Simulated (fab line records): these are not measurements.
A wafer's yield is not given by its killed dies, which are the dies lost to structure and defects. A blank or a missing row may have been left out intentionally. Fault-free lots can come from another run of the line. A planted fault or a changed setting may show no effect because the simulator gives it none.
Matching of chambers :: flow n5 finfet :: pecvd-03 running N5_BEOL_M5_DEP_56: 3 sister chambers
The step deposits SiCN from 3MS/NH3, target thk 8 nm, time 14 s. 16 wafers are shown with their chamber, then 8 later ones without.

## WAFERS, EACH WITH ITS CHAMBER
wafer: L077.1
chamber: 0
throttle valve pct (%): 9.1
showerhead plenum p Torr (Torr): 3.668

wafer: L077.2
chamber: 1
throttle valve pct (%): 9.2
showerhead plenum p Torr (Torr): 3.642

wafer: L077.3
chamber: 0
throttle valve pct (%): 9.2
showerhead plenum p Torr (Torr): 3.666

wafer: L077.4
chamber: 1
throttle valve pct (%): 9.4
showerhead plenum p Torr (Torr): 3.640

wafer: L077.5
chamber: 1
throttle valve pct (%): 9.5
showerhead plenum p Torr (Torr): 3.641

wafer: L077.6
chamber: 0
throttle valve pct (%): 9.1
showerhead plenum p Torr (Torr): 3.661

wafer: L078.4
chamber: 2
throttle valve pct (%): 8.4
showerhead plenum p Torr (Torr): 3.658

wafer: L078.5
chamber: 0
throttle valve pct (%): 9.3
showerhead plenum p Torr (Torr): 3.661

wafer: L078.6
chamber: 1
throttle valve pct (%): 9.2
showerhead plenum p Torr (Torr): 3.648

wafer: L079.1
chamber: 2
throttle valve pct (%): 8.1
showerhead plenum p Torr (Torr): 3.664

wafer: L079.3
chamber: 1
throttle valve pct (%): 8.9
showerhead plenum p Torr (Torr): 3.639

wafer: L079.4
chamber: 0
throttle valve pct (%): 9.4
showerhead plenum p Torr (Torr): 3.656

wafer: L083.1
chamber: 0
throttle valve pct (%): 9.5
showerhead plenum p Torr (Torr): 3.665

wafer: L083.2
chamber: 2
throttle valve pct (%): 8.4
showerhead plenum p Torr (Torr): 3.656

wafer: L083.3
chamber: 1
throttle valve pct (%): 9.5
showerhead plenum p Torr (Torr): 3.653

wafer: L083.4
chamber: 0
throttle valve pct (%): 9.2
showerhead plenum p Torr (Torr): 3.660

SIGNATURES (averages over the wafers above)
reading: throttle valve pct
chamber 0: 9.257
chamber 1: 9.283
chamber 2: 8.300
scatter within a chamber: 0.189

reading: showerhead plenum p Torr
chamber 0: 3.66243
chamber 1: 3.64383
chamber 2: 3.65933
scatter within a chamber: 0.0047
Rule: a wafer's distance from a chamber is the root of the sum, over the readings, of the square of ((its reading less the chamber's mean) divided by the reading's scatter). The wafer belongs to the nearest chamber; if the next one is less than 2 further off, it can't be placed. How the scatter is found: for the shown wafers, subtract from each reading the mean of its chamber, square and add these, divide the total by (wafers less chambers), then take the root.

## WAFERS WITHOUT THEIR CHAMBER
wafer: L083.5
throttle valve pct (%): 8.4
showerhead plenum p Torr (Torr): 3.655

wafer: L083.6
throttle valve pct (%): 9.4
showerhead plenum p Torr (Torr): 3.639

wafer: L091.1
throttle valve pct (%): 8.2
showerhead plenum p Torr (Torr): 3.656

wafer: L091.2
throttle valve pct (%): 9.4
showerhead plenum p Torr (Torr): 3.663

wafer: L091.3
throttle valve pct (%): 9.6
showerhead plenum p Torr (Torr): 3.643

wafer: L096.3
throttle valve pct (%): 8.3
showerhead plenum p Torr (Torr): 3.661

wafer: L096.4
throttle valve pct (%): 9.2
showerhead plenum p Torr (Torr): 3.662

wafer: L096.6
throttle valve pct (%): 9.4
showerhead plenum p Torr (Torr): 3.682

## EACH ONE'S CHAMBER
wafer: L083.5
from the rows above: 2
in truth: 2

wafer: L083.6
from the rows above: 1
in truth: 1

wafer: L091.1
from the rows above: 2
in truth: 2

wafer: L091.2
from the rows above: 0
in truth: 0

wafer: L091.3
from the rows above: 1
in truth: 1

wafer: L096.3
from the rows above: 2
in truth: 2

wafer: L096.4
from the rows above: 0
in truth: 0

wafer: L096.6
from the rows above: 0
in truth: 0
Correctly placed: 8 of 8. Number that these rows cannot place: 0. Number placed wrongly: 0.
